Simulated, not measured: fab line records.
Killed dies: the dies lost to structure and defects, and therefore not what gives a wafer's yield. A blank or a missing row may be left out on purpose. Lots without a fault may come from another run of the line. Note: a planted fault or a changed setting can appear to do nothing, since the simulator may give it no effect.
The tool behind it: which one?    flow nandHarc    Sampling: 12 lots, 36 wafers, 5 of 1159 route steps

WHAT EACH GAUGE READ, for each wafer
NHARC_END_SORT_01. Usual: killedAtArray 29, standard deviation 11; killedAtOther 0.7, standard deviation 1.1; killedAtPeriphery 2.9, standard deviation 2.2; killedDies 33, standard deviation 11; killedOpen 3.1, standard deviation 1.8; killedShort 1.9, standard deviation 1.4.
lot   measured      on         killedAtArray  killedAtOther  killedAtPeriphery  killedDies   killedOpen  killedShort  flag
L349  day 24 04:02  prober-02  675 671 676    0 0 0          2 6 1              677 677 677  4 4 1       0 1 0        OFF
L347  day 24 04:02  prober-01  677 674 677    0 0 0          0 3 0              677 677 677  4 3 1       1 5 5        OFF

EACH LOT AND THE TOOL THAT RAN IT (in order: tool; ch and the chambers of the sampled wafers; start)
lot   NHARC_A_BLC_ETCH_17                NHARC_A_BLC_STRIP_21               NHARC_A_BLC_DEGAS_30         NHARC_A_BLC_PVD_32
L329  rieDiel-04 ch 0,2,3, day 17 15:57  rieDiel-12 ch 1,2,3, day 17 17:07  pvdSputter-03, day 17 17:32  pvdSputter-03, no start
L330  rieDiel-12 ch 0,1,2, day 17 16:22  rieDiel-10 ch 0,2,3, day 17 17:17  pvdSputter-01, day 17 17:41  pvdSputter-01, no start
L332  rieDiel-12 ch 0,2,3, day 17 17:29  rieDiel-10 ch 0,1,3, day 17 18:28  pvdSputter-03, day 17 18:54  pvdSputter-03, no start
L328  rieDiel-04 ch 1,3, day 17 19:39    rieDiel-12 ch 2,3, day 17 20:38    pvdSputter-03, day 17 21:03  pvdSputter-03, no start
L333  rieDiel-12 ch 0,1,3, day 18 11:44  rieDiel-12 ch 1,2,3, day 18 12:38  pvdSputter-01, day 18 13:02  pvdSputter-01, no start
L334  rieDiel-04 ch 0,1, day 19 01:43    rieDiel-04 ch 1,3, day 19 02:41    pvdSputter-03, day 19 03:06  pvdSputter-03, no start
L335  rieDiel-04 ch 0,1,2, day 19 05:44  rieDiel-04 ch 0,1,2, day 19 06:49  pvdSputter-02, day 19 07:16  pvdSputter-02, no start
L338  rieDiel-12 ch 0,1,2, day 19 15:01  rieDiel-12 ch 1,2, day 19 15:54    pvdSputter-01, day 19 16:19  pvdSputter-01, no start
L337  rieDiel-10 ch 0,1,2, day 19 15:10  rieDiel-04 ch 2,3, day 19 16:04    pvdSputter-03, day 19 16:29  pvdSputter-03, no start
L349  rieDiel-04 ch 0,1,2, day 22 00:16  rieDiel-04 ch 1,2,3, day 22 01:11  pvdSputter-02, day 22 01:36  pvdSputter-02, day 24 04:02 or earlier
L347  rieDiel-12 ch 0,2,3, day 22 00:31  rieDiel-04 ch 0,1,3, day 22 01:40  pvdSputter-02, day 22 02:05  pvdSputter-02, day 24 04:02 or earlier
L351  rieDiel-10 ch 0,1, day 22 20:28    rieDiel-04 ch 0,1,2, day 22 21:32  pvdSputter-02, day 22 21:58  pvdSputter-02, no start
- NHARC_A_BLC_ETCH_17: etches the open film in N2/H2, target depth 390 nm, time 609.38 s.
- NHARC_A_BLC_STRIP_21: strips in O2.
- NHARC_A_BLC_DEGAS_30: time 60 s.
- NHARC_A_BLC_PVD_32: deposits Ti, target thk 5 nm, time 17.7 s.

WHAT THE TOOLS THEMSELVES READ (means of the sampled wafers that have a number; where no wafer has one, the mark that the record gives instead)
NHARC_A_BLC_ETCH_17. Usual: value, then standard deviation, for each; biasW 150.1 W / 0.45; chamberPressureMTorr 30.004 mTorr / 0.027; drypumpMotorCurrentA 5.7 A / 0.38; oesProductAu 0.998 a.u. / 0.013; rfVppV 430.3 V / 2.8; showerheadPlenumPTorr 2.03 Torr / 0.095; throttleValvePct 14.170 % / 0.0092.
lot   tool        biasW (W)  chamberPressureMTorr (mTorr)  drypumpMotorCurrentA (A)  oesProductAu (a.u.)  rfVppV (V)  showerheadPlenumPTorr (Torr)  throttleValvePct (%)  flag
L329  rieDiel-04  149.8      29.992                        5.9                       1.004                428.8       1.99                          14.171                
L330  rieDiel-12  149.8      30.041                        5.5                       0.992                429.8       2.01                          14.176                
L332  rieDiel-12  149.6      30.003                        5.7                       0.985                428.8       1.99                          14.172                
L328  rieDiel-04  150.0      29.993                        5.5                       0.990                431.1       2.05                          14.161                
L333  rieDiel-12  149.8      30.021                        5.7                       0.986                428.3       1.96                          14.176                
L334  rieDiel-04  150.2      29.987                        5.8                       0.995                432.9       2.13                          14.170                
L335  rieDiel-04  150.1      29.985                        5.9                       1.001                431.5       2.07                          14.185                
L338  rieDiel-12  150.4      30.000                        5.5                       0.988                429.7       2.01                          14.166                
L337  rieDiel-10  149.9      30.003                        5.2                       1.027                430.1       2.03                          14.172                
L349  rieDiel-04  -          -                             -                         -                    -           -                             -                     OFF
L347  rieDiel-12  -          -                             -                         -                    -           -                             -                     OFF
L351  rieDiel-10  149.8      29.975                        5.2                       1.017                430.9       2.03                          14.177                

NHARC_A_BLC_STRIP_21. Usual: drypumpMotorCurrentA 5.6 A, standard deviation 0.38; oesProductAu 0.999 a.u., standard deviation 0.013; rfVppV 57.7 V, standard deviation 0.94; showerheadPlenumPTorr 3.50 Torr, standard deviation 0.15; throttleValvePct 17.036 %, standard deviation 0.0083.
lot   tool        drypumpMotorCurrentA (A)  oesProductAu (a.u.)  rfVppV (V)  showerheadPlenumPTorr (Torr)  throttleValvePct (%)  flag
L329  rieDiel-12  5.5                       0.992                57.9        3.53                          17.029                
L330  rieDiel-10  5.6                       1.011                58.8        3.58                          17.033                
L332  rieDiel-10  5.5                       1.024                57.5        3.64                          17.039                
L328  rieDiel-12  5.7                       0.991                57.8        3.51                          17.030                
L333  rieDiel-12  5.5                       0.998                57.8        3.53                          17.044                
L334  rieDiel-04  5.5                       1.006                56.7        3.42                          17.040                
L335  rieDiel-04  5.9                       0.994                57.6        3.58                          17.043                
L338  rieDiel-12  5.3                       0.996                57.9        3.54                          17.034                
L337  rieDiel-04  5.8                       1.006                58.3        3.35                          17.032                
L349  rieDiel-04  5.7                       1.004                58.0        3.45                          17.038                
L347  rieDiel-04  5.8                       0.994                57.6        3.55                          17.029                
L351  rieDiel-04  5.9                       1.004                57.2        3.58                          17.043                

NHARC_A_BLC_DEGAS_30. Usual: heaterPowerW reads 462 W (standard deviation 55).
lot   tool           heaterPowerW (W)  flag
L329  pvdSputter-03  463               
L330  pvdSputter-01  472               
L332  pvdSputter-03  429               
L328  pvdSputter-03  473               
L333  pvdSputter-01  491               
L334  pvdSputter-03  469               
L335  pvdSputter-02  433               
L338  pvdSputter-01  412               
L337  pvdSputter-03  468               
L349  pvdSputter-02  428               
L347  pvdSputter-02  420               
L351  pvdSputter-02  431               

NHARC_A_BLC_PVD_32. Usual: chamberPressurePa 4.999 Pa, standard deviation 0.01; throttleValvePct 30.2 %, standard deviation 1.5.
lot   tool           chamberPressurePa (Pa)  throttleValvePct (%)  flag
L329  pvdSputter-03  4.988                   31.2                  
L330  pvdSputter-01  5.001                   30.9                  
L332  pvdSputter-03  4.999                   31.3                  
L328  pvdSputter-03  4.996                   29.6                  
L333  pvdSputter-01  4.994                   30.2                  
L334  pvdSputter-03  4.990                   29.6                  
L335  pvdSputter-02  4.995                   29.9                  
L338  pvdSputter-01  4.993                   29.3                  
L337  pvdSputter-03  4.988                   30.9                  
L349  pvdSputter-02  5.002                   30.0                  
L347  pvdSputter-02  4.997                   31.2                  
L351  pvdSputter-02  4.998                   30.3                  

THE ANSWER, worked out from the rows above alone
Rule: take the mean of a lot's wafers that have a number; if it is more than 3 standard deviations from the usual mean, the lot is off. Also off: a lot with no number at a reading for which 4 or more lots have one. All remaining lots with rows at the step are treated as sound. First the gauges in route order, then the tools' own readings, where a lot's mean is used as printed above. At the first step where some lot is off, the reading lying furthest off is the one used; lots without a number count as furthest.
Off: L349, L347 (NHARC_END_SORT_01, killedAtArray). Neither off nor sound, because the step has no rows for them: L329, L330, L332, L328, L333, L334, L335, L338, L337, L351.
A tool fits if, at a process step before that reading, it ran every lot that is off, and no sound lot after the first of them. The gauges at NHARC_END_SORT_01 aren't tried: what is off there is off at NHARC_A_BLC_ETCH_17 too, on other tools, and a gauge's error can't cause that. Because NHARC_A_BLC_PVD_32 lacks a start for some lots, the hours and order of its lots are taken from NHARC_END_SORT_01. This does not decide it: 2 tools fit, namely rieDiel-04 at NHARC_A_BLC_STRIP_21 and pvdSputter-02 at NHARC_A_BLC_DEGAS_30 and NHARC_A_BLC_PVD_32.

WHAT THE SIMULATOR PUT IN
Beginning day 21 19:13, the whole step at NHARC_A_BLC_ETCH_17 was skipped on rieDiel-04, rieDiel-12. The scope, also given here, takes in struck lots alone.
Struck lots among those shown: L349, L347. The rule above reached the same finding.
